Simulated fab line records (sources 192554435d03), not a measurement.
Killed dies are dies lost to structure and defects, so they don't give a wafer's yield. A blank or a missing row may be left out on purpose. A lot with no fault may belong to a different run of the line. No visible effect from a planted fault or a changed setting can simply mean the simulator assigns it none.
Matching of chambers | flow n5_finfet | 4 sister chambers for N5_HKMG_FIN_ETCH_31 on rie_diel-02
The step etches SiARC in CF4, target depth 45.5 nm, time 75.8 s. 4 wafers are shown with their chamber, then 7 later ones without.

== WAFERS, EACH WITH ITS CHAMBER ==
wafer  | chamber | drypump_motor_current_A (A)
L080.1 | 1       | 6.6
L088.1 | 3       | 5.9
L092.1 | 2       | 4.9
L092.4 | 0       | 5.0

== WAFERS WHOSE CHAMBER IS MISSING ==
wafer  | drypump_motor_current_A (A)
L092.6 | 6.7
L095.1 | 4.9
L095.2 | 5.9
L095.4 | 5.0
L097.1 | 6.7
L097.2 | 5.0
L097.5 | 5.0

== WHICH CHAMBER EACH WENT THROUGH ==
wafer  | from the rows above     | in truth
L092.6 | 1                       | 1
L095.1 | can't be placed: 2 or 0 | 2
L095.2 | 3                       | 3
L095.4 | can't be placed: 0 or 2 | 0
L097.1 | 1                       | 1
L097.2 | can't be placed: 0 or 2 | 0
L097.5 | can't be placed: 0 or 2 | 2
3 of 7 placed correctly. These rows do not allow placing 4 (true chamber among the candidates in 4). 0 placed wrongly.
How it was worked out, from the rows above alone: a wafer's distance from a chamber is the root of the sum, over the readings, of the square of ((its reading less the chamber's mean) divided by the reading's scatter). If the next closest chamber is less than 2 further off than the closest, the wafer can't be placed; otherwise it belongs to the closest. Each chamber's mean is taken over the wafers shown for it. The scatter: root of mean squared gap, hidden wafer to nearest shown wafer, with one shown wafer a chamber.
